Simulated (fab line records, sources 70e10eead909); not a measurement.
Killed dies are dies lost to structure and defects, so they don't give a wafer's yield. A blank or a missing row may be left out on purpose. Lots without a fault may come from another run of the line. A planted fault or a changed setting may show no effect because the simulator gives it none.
Chamber matching | flow nand_harc | NHARC_A_BLC_DESCUM_15 on rie_diel-05: 4 sister chambers
The step chemistry O2, time 3 s. 30 wafers are shown with their chamber, then 12 later ones without.

WAFERS WITH THEIR CHAMBER
wafer  | chamber | showerhead_plenum_p_Torr (Torr) | drypump_motor_current_A (A) | oes_product_au (a.u.)
L077.3 | 2       | 1.99                            | 5.5                         | 0.986
L077.4 | 0       | 1.92                            | 6.4                         | 0.977
L077.5 | 0       | 1.92                            | 6.4                         | 0.991
L079.3 | 2       | 1.99                            | 5.5                         | 0.993
L079.5 | 2       | 1.99                            | 5.4                         | 0.999
L079.6 | 1       | 2.00                            | 6.4                         | 0.990
L082.1 | 2       | 1.99                            | 5.4                         | 1.001
L082.3 | 0       | 1.91                            | 6.4                         | 0.974
L082.5 | 1       | 2.00                            | 6.3                         | 0.996
L085.1 | 1       | 2.00                            | 6.3                         | 0.996
L085.5 | 2       | 1.99                            | 5.5                         | 0.998
L085.6 | 3       | 1.84                            | 6.2                         | 0.983
L081.1 | 2       | 1.99                            | 5.5                         | 1.005
L081.2 | 1       | 2.00                            | 6.4                         | 1.003
L081.5 | 2       | 1.98                            | 5.5                         | 1.009
L087.1 | 3       | 1.84                            | 6.2                         | 0.988
L087.3 | 1       | 2.00                            | 6.4                         | 0.996
L087.5 | 2       | 1.98                            | 5.4                         | 1.012
L089.4 | 3       | 1.84                            | 6.2                         | 0.982
L089.5 | 0       | 1.91                            | 6.4                         | 0.981
L089.6 | 2       | 1.98                            | 5.5                         | 1.009
L088.2 | 1       | 2.00                            | 6.4                         | 0.989
L088.4 | 2       | 1.98                            | 5.5                         | 1.007
L088.6 | 3       | 1.84                            | 6.2                         | 0.981
L090.2 | 2       | 1.98                            | 5.4                         | 0.993
L090.4 | 0       | 1.91                            | 6.4                         | 0.983
L090.6 | 2       | 1.98                            | 5.5                         | 1.001
L093.1 | 3       | 1.84                            | 6.2                         | 0.985
L093.2 | 1       | 2.00                            | 6.4                         | 0.989
L093.3 | 2       | 1.98                            | 5.4                         | 0.995

SIGNATURES (means of the wafers above)
reading                  | chamber 0 | chamber 1 | chamber 2 | chamber 3 | scatter within a chamber
showerhead_plenum_p_Torr | 1.9140    | 2.0000    | 1.9846    | 1.8400    | 0.00413
drypump_motor_current_A  | 6.400     | 6.371     | 5.462     | 6.200     | 0.0416
oes_product_au           | 0.98120   | 0.99414   | 1.00062   | 0.98380   | 0.00638
Rule: a wafer's distance from a chamber is the root of the sum, over the readings, of the square of ((its reading less the chamber's mean) divided by the reading's scatter). The wafer belongs to the nearest chamber; if the next one is less than 2 further off, it can't be placed. The scatter: the root of (the sum of the squares of (reading less its chamber's mean) over the shown wafers, divided by (wafers less chambers)).

WAFERS WITHOUT THEIR CHAMBER
wafer  | showerhead_plenum_p_Torr (Torr) | drypump_motor_current_A (A) | oes_product_au (a.u.)
L092.1 | 1.98                            | 5.4                         | 0.998
L092.3 | 1.91                            | 6.4                         | 0.986
L092.5 | 2.00                            | 6.3                         | 0.983
L095.3 | 1.84                            | 6.2                         | 0.971
L095.5 | 2.00                            | 6.3                         | 0.987
L095.6 | 1.98                            | 5.4                         | 0.996
L094.3 | 1.98                            | 5.4                         | 1.003
L094.4 | 1.91                            | 6.4                         | 0.991
L094.6 | 1.91                            | 6.4                         | 0.989
L097.1 | 1.84                            | 6.2                         | 0.981
L097.2 | 1.91                            | 6.4                         | 0.989
L097.6 | 1.84                            | 6.2                         | 0.976

WHICH CHAMBER EACH WENT THROUGH
wafer  | from the rows above | in truth
L092.1 | 2                   | 2
L092.3 | 0                   | 0
L092.5 | 1                   | 1
L095.3 | 3                   | 3
L095.5 | 1                   | 1
L095.6 | 2                   | 2
L094.3 | 2                   | 2
L094.4 | 0                   | 0
L094.6 | 0                   | 0
L097.1 | 3                   | 3
L097.2 | 0                   | 0
L097.6 | 3                   | 3
Placed correctly: 12 of 12. Can't be placed from these rows: 0. Placed wrongly: 0.
